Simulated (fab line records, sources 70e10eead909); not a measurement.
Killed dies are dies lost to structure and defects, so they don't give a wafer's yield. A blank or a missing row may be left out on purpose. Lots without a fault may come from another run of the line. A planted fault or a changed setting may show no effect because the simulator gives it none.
fab line records | flow nand_harc
record lots=6 wafers=18 last_day=24
route steps=1159 shown A_CHANNEL_HOLE_D1@486 A_CHANNEL_FILL_D1@490
lots that met no fault: from a run of the same line without faults
start_h: hours from the record's first day to the start of the lot's first wafer shown | wait_h: hours since the lot's step before | " the same as in the row above | L1.1+2: a row that stands for several wafers | - no value, or no start given | * or withheld: withheld | < > ~ a bound
route shown NAME@n: a module of which the file shows steps, and the number in the route of the first | usual: mean/standard deviation of fault-free wafers | same: alike in all rows | chamber/n: place in a boat | sites: the reading at each site | _std_site: their standard deviation | _edge_site: outer sites' mean less inner sites' | radius_mm: how far each site lies from the wafer's centre | mask NAME#n: copy n | behind: the tool/chamber that last shaped the wafer | hold: why the lot was held/for how many hours/how that ended | device: the transistor (n, p or np) that didn't switch | end of line: the same wafers' tests at the end of the route | a step without rows: its recipe alone | killed: dies lost to structure and defects at the first sort, not the wafer's yield | map: a wafer's dies, x killed, . not, _ none there
set.NAME: the setting as run; set.NAME@STEP: as run at that earlier step | model.NAME: the simulator's own value behind a step, which no gauge read
lots at some steps of the route; a table a step, a row a wafer
services: from which hour (start_h, from the record's first day; less than 0 if before it) a tool's chamber was out of use, for how many hours, and why
## steps
# step NHARC_A_CHANNEL_HOLE_D1_SRD_29
# step NHARC_A_CHANNEL_HOLE_D1_CD_MEAS_30
# usual cd_nm=89.4/1.5
# columns lot.wafer tool chamber start_h wait_h cd_nm
L523.2 cd_sem-02 - 195.22 - 91.8
L523.4 " - " " 88.3
L523.6 " - " " 87.1
L524.1 cd_sem-02 - 201.08 - 89.8
L524.4 " - " " 89.6
L524.6 " - " " 90.6
L528.2 cd_sem-01 - 220.98 - 91.2
L528.3 " - " " 90.2
L528.6 " - " " 91.2
L529.1 cd_sem-02 - 221.53 - 90.0
L529.3 " - " " 88.8
L529.5 " - " " 90.1
L543.1 cd_sem-02 - 306.32 - 89.8
L543.3 " - " " 91.5
L543.4 " - " " 89.8
L545.3 cd_sem-01 - 320.70 - 91.2
L545.4 " - " " 86.8
L545.6 " - " " 88.6
# step NHARC_A_CHANNEL_HOLE_D1_XSEM_31
# recipe landing_energy_ev=35000
# usual bot_cd_nm=74.0/1.7 bow_nm=8.50/0.26 tilt_deg=0.09/0.042
# columns lot.wafer tool chamber start_h wait_h bot_cd_nm bow_nm tilt_deg
L523.2 xsem-02 0 195.33 0.1 75.1 8.74 0.02
L523.4 " 0 " " 71.6 8.73 0.02
L523.6 " 0 " " 70.4 8.78 0.02
L524.1 xsem-02 0 201.17 0.1 74.8 8.08 0.08
L524.4 " 0 " " 73.9 8.07 0.07
L524.6 " 0 " " 75.3 8.11 0.08
L528.2 xsem-01 0 221.06 0.1 75.9 8.66 0.12
L528.3 " 0 " " 74.8 8.69 0.12
L528.6 " 0 " " 75.6 8.58 0.11
L529.1 xsem-02 0 221.62 0.1 74.0 8.57 0.09
L529.3 " 0 " " 74.5 8.60 0.09
L529.5 " 0 " " 75.4 8.64 0.09
L543.1 xsem-01 0 306.40 0.1 74.3 8.72 0.06
L543.3 " 0 " " 77.0 8.77 0.06
L543.4 " 0 " " 75.7 8.63 0.06
L545.3 xsem-02 0 320.79 0.1 75.6 8.22 0.04
L545.4 " 0 " " 71.6 8.28 0.04
L545.6 " 0 " " 73.5 8.21 0.04
# step NHARC_A_CHANNEL_HOLE_D1_INSPECT_40
# usual raw_defect_count=63/15
# columns lot.wafer tool chamber start_h wait_h raw_defect_count
L523.2 defect_inspect-01 - 195.42 - 38
L523.4 " - " " 81
L523.6 " - " " 57
L524.1 defect_inspect-02 - 201.29 - 57
L524.4 " - " " 50
L524.6 " - " " 57
L528.2 defect_inspect-02 - 221.16 - 56
L528.3 " - " " 57
L528.6 " - " " 84
L529.1 defect_inspect-02 - 221.72 - 63
L529.3 " - " " 87
L529.5 " - " " 42
L543.1 defect_inspect-01 - 306.50 - 37
L543.3 " - " " 67
L543.4 " - " " 42
L545.3 defect_inspect-02 - 320.88 - 43
L545.4 " - " " 58
L545.6 " - " " 52
# step NHARC_A_CHANNEL_FILL_D1_PRECLEAN_00
# recipe time_s=* temp_c=50 bath_age_min=0 chemistry=SC1
# step NHARC_A_CHANNEL_FILL_D1_SRD_01
# step NHARC_A_CHANNEL_FILL_D1_ALD_02
# recipe target_thk_a=60 pulse_time_s=10 ald_cycles=60 temp_c=300 material=SiO2
# usual heater_power_outer_w=259/24 heater_power_w=469/43 precursor_pulse_height_rel=1.000/0.021 susceptor_temp_C=300.01/0.19
# same pulse_time_s=10
# columns lot.wafer tool chamber start_h wait_h heater_power_outer_w heater_power_w precursor_pulse_height_rel susceptor_temp_C
L523.4 ald_hk-01 3 195.62 - 286 515 1.006 300.38
L523.2 " 2 " " 221 417 1.008 300.33
L523.6 " 0 " " 241 467 1.009 300.05
L524.1 ald_hk-02 3 203.02 - 259 452 1.020 300.00
L524.4 " 0 " " 269 449 1.034 300.12
L524.6 " 2 " " 301 565 1.021 300.13
L528.2 ald_hk-02 0 221.35 - 265 461 0.986 300.35
L528.3 " 1 " " 275 514 0.992 300.07
L528.6 " 0 " " 274 460 1.000 300.33
L529.3 ald_hk-01 1 222.62 - 237 423 0.972 300.09
L529.1 " 0 " " 246 456 0.980 299.98
L529.5 " 1 " " 240 409 0.989 300.21
L543.1 ald_hk-01 1 306.74 0.1 236 420 0.989 299.63
L543.4 " 2 " " 219 406 1.011 300.11
L543.3 " 0 " " 240 435 0.941 299.94
L545.3 ald_hk-02 3 321.14 - 249 444 0.995 299.81
L545.4 " 1 " " 267 477 1.007 300.14
L545.6 " 3 " " 240 442 1.036 299.97
# step NHARC_A_CHANNEL_FILL_D1_ALD_03
# recipe target_thk_a=60 pulse_time_s=60 ald_cycles=58 temp_c=630 pressure_torr=2 material=SiNx
# step NHARC_A_CHANNEL_FILL_D1_ALD_14
# recipe target_thk_a=25 pulse_time_s=10 ald_cycles=25 temp_c=300 material=SiO2
# usual heater_power_outer_w=256/23 heater_power_w=464/41 precursor_pulse_height_rel=1.002/0.018 susceptor_temp_C=299.98/0.19
# same pulse_time_s=10
# columns lot.wafer tool chamber start_h wait_h heater_power_outer_w heater_power_w precursor_pulse_height_rel susceptor_temp_C
L523.2 ald_hk-02 1 202.54 1.1 275 518 1.006 299.90
L523.4 " 3 " " 261 448 0.976 300.12
L523.6 " 0 " " 265 458 1.005 300.28
L524.1 ald_hk-01 0 209.22 0.1 241 452 1.001 300.01
L524.4 " 1 " " 248 417 1.048 299.67
L524.6 " 2 " " 221 421 1.021 300.02
L528.3 ald_hk-04 2 228.32 0.0 281 458 0.973 299.70
L528.2 " 0 " " 241 441 0.980 299.93
L528.6 " 3 " " 277 474 0.989 299.72
L529.3 ald_hk-01 1 228.32 0.0 241 421 0.992 300.01
L529.1 " 2 " " 219 423 1.016 300.04
L529.5 " 1 " " 241 423 0.988 300.16
L543.4 ald_hk-02 2 313.81 0.1 289 532 0.986 300.17
L543.3 " 3 " " 239 451 1.008 299.68
L543.1 " 0 " " 272 488 0.982 299.76
L545.3 ald_hk-02 3 328.90 0.9 238 440 0.988 299.75
L545.4 " 2 " " 290 530 1.008 300.04
L545.6 " 0 " " 272 477 0.994 300.08
# step NHARC_A_CHANNEL_FILL_D1_ALD_15
# recipe target_thk_a=20 pulse_time_s=60 ald_cycles=19 temp_c=630 pressure_torr=2 material=SiNx
# step NHARC_A_CHANNEL_FILL_D1_ALD_16
# recipe target_thk_a=15 pulse_time_s=10 ald_cycles=15 temp_c=300 material=SiO2
# usual heater_power_outer_w=259/22 heater_power_w=468/37 precursor_pulse_height_rel=1.001/0.02 susceptor_temp_C=300.02/0.19
# same pulse_time_s=10
# columns lot.wafer tool chamber start_h wait_h heater_power_outer_w heater_power_w precursor_pulse_height_rel susceptor_temp_C
L523.2 ald_hk-01 1 207.71 0.0 234 417 1.004 300.11
L523.4 " 3 " " 280 533 0.975 300.09
L523.6 " 1 " " 238 417 1.019 300.14
L524.1 ald_hk-01 0 214.30 0.1 243 450 0.971 300.12
L524.4 " 2 " " 219 409 1.006 300.11
L524.6 " 1 " " 238 425 0.999 299.94
L528.3 ald_hk-04 2 235.68 2.2 275 472 1.021 -
L528.2 " 3 " " 278 481 0.990 -
L528.6 " 1 " " 236 459 0.947 -
L529.1 ald_hk-04 0 235.84 2.4 239 442 1.025 299.89
L529.3 " 2 " " 280 456 0.994 300.23
L529.5 " 3 " " 277 485 1.000 300.29
L543.4 ald_hk-04 2 318.96 0.1 270 457 0.994 300.32
L543.3 " 0 " " 238 444 0.990 300.04
L543.1 " 1 " " 242 457 1.040 299.88
L545.3 ald_hk-04 2 334.15 0.1 284 461 1.017 300.10
L545.4 " 0 " " 242 445 0.976 300.24
L545.6 " 2 " " 277 444 1.023 299.89
# step NHARC_A_CHANNEL_FILL_D1_ANNEAL_17
# recipe temp_c=850 time_s=1800
# step NHARC_A_CHANNEL_FILL_D1_CVD_18
# recipe target_thk_a=30 temp_c=550 material=poly-Si
# usual spike_tc_bottom_C=576.7/2.1 spike_tc_centre_C=550.4/1.5 tube_center_temp_C=550/0.052 zone_power_centre_pct=7.90/0.17
# columns lot.wafer tool chamber start_h wait_h spike_tc_bottom_C spike_tc_centre_C tube_center_temp_C zone_power_centre_pct
L523.2 lpcvd_poly-02 0 217.66 - 574.8 551.6 550.06 8.03
L523.4 " 0 " " 576.6 551.7 549.98 8.04
L523.6 " 0 " " 575.7 551.8 549.82 8.11
L524.1 lpcvd_poly-03 0 224.62 - 576.6 548.8 550.04 7.74
L524.4 " 0 " " 576.8 550.3 549.95 7.74
L524.6 " 0 " " 579.1 548.9 550.01 7.75
L528.2 lpcvd_poly-02 - 245.35 - - - - -
L528.3 " - " " - - - -
L528.6 " - " " - - - -
L529.1 lpcvd_poly-02 - 245.35 - - - - -
L529.3 " - " " - - - -
L529.5 " - " " - - - -
L543.1 lpcvd_poly-03 0 328.54 - 577.6 548.5 550.1 7.85
L543.3 " 0 " " 578.4 551.0 549.88 7.80
L543.4 " 0 " " 576.7 550.1 549.99 7.71
L545.3 lpcvd_poly-04 0 343.80 - 571.0 550.2 550.02 8.09
L545.4 " 0 " " 571.8 551.0 549.97 8.07
L545.6 " 0 " " 572.0 549.8 550.01 7.96
# step NHARC_A_CHANNEL_FILL_D1_ETCHBACK_19
# recipe target_depth_a=50 time_s=1.7 hbr_flow_sccm=150 cl2_flow_sccm=50 rf_w=400 icp_w=400 bias_w=100 chemistry=HBr/Cl2
# usual drypump_motor_current_A=5.7/0.4 hbr_flow_sccm=150.0/0.46 oes_product_au=1.000/0.011 throttle_valve_pct=26.406/0.0081
# columns lot.wafer tool chamber start_h wait_h drypump_motor_current_A hbr_flow_sccm oes_product_au rf_hours_counter_h throttle_valve_pct
L523.4 rie_si-05 3 219.74 0.4 5.9 150.4 1.010 1.4 26.406
L523.2 " 1 " " 5.9 149.2 1.001 1.4 26.391
L523.6 " 0 " " 6.1 150.5 0.990 - 26.414
L524.1 rie_si-05 1 226.71 0.4 5.9 150.0 1.008 1.4 26.415
L524.4 " 3 " " 5.8 150.1 1.003 1.5 26.407
L524.6 " 1 " " 5.9 150.9 1.008 - 26.396
L528.3 rie_si-04 2 247.40 0.4 5.5 150.0 0.994 1.3 26.408
L528.2 " 0 " " 6.2 150.4 1.001 1.3 26.414
L528.6 " 2 " " 5.5 150.7 0.989 - 26.409
L529.3 rie_si-01 2 247.45 0.4 5.5 150.0 1.000 1.1 26.403
L529.1 " 3 " " 5.1 149.8 0.991 0.9 26.412
L529.5 " 1 " " 5.7 150.2 0.988 - 26.400
L543.4 rie_si-01 1 330.58 0.4 5.7 149.8 1.003 0.2 26.400
L543.3 " 2 " " 5.6 150.3 1.013 0.3 26.408
L543.1 " 3 " " 5.1 149.6 1.001 0.3 26.417
L545.4 rie_si-05 2 345.89 0.4 6.0 150.1 0.983 0.8 26.410
L545.3 " 3 " " 5.9 150.2 0.994 0.9 26.422
L545.6 " 2 " " 6.0 150.0 0.991 - 26.427
## services
# columns tool chamber start_h hours kind
ald_hk-04 - 187.33 10.0 pm
ald_hk-04 - 209.07 2.9 repair
ald_hk-01 - 229.71 10.0 pm
ald_hk-01 0 229.71 10.0 vent_cycle
ald_hk-01 1 229.71 10.0 vent_cycle
ald_hk-01 2 229.71 10.0 vent_cycle
ald_hk-01 3 229.71 10.0 vent_cycle
rie_si-05 - 239.03 9.0 pm
ald_hk-01 0 239.71 - clean
ald_hk-01 1 239.71 - clean
ald_hk-01 2 239.71 - clean
ald_hk-01 3 239.71 - clean
rie_si-01 - 248.91 0.1 repair
rie_si-04 - 276.00 9.0 pm
ald_hk-02 0 283.77 10.0 vent_cycle
ald_hk-02 3 283.77 10.0 vent_cycle
ald_hk-02 0 293.77 - clean
ald_hk-02 1 293.77 - clean
rie_si-04 2 300.27 1.0 repair
xsem-02 - 302.00 14.0 pm
rie_si-01 - 304.00 9.0 pm
lpcvd_poly-04 - 314.00 26.0 pm
rie_si-04 1 314.08 11.1 repair
rie_si-01 0 326.57 1.6 repair
## key
first_sign step=NHARC_A_CHANNEL_FILL_D1_CVD_18 reading=tool_record direction=missing
effect none on later readings
met_at NHARC_A_CHANNEL_FILL_D1_CVD_18
struck_wafers L528.2,L528.3,L528.6,L529.1,L529.3,L529.5
later_rows_left_out L528.2,L528.3,L528.6,L529.1,L529.3,L529.5
sort_left_out L528.2,L528.3,L528.6,L529.1,L529.3,L529.5
tester_left_out L528,L529
onset_between 217.66 245.35
fault kind=skipped_step_whole tool=lpcvd_poly-02 chamber=- onset_h=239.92 steps=NHARC_A_CHANNEL_FILL_D1_CVD_18 scope=struck_lots_only
# tester_left_out: of these lots the tester's yield and bins aren't shown, on N5 and GAA mostly nor the transistor test; their killed dies are dies lost to structure and defects alone, not to doping, threshold or leakage, so they don't give the yield
# sort_left_out: the simulated sort isn't trusted on such a fault, so these wafers' sort isn't shown, and their yield isn't known
# later_rows_left_out: the simulator's readings of these wafers behind a module that went badly wrong aren't trusted and aren't shown, but for the sort
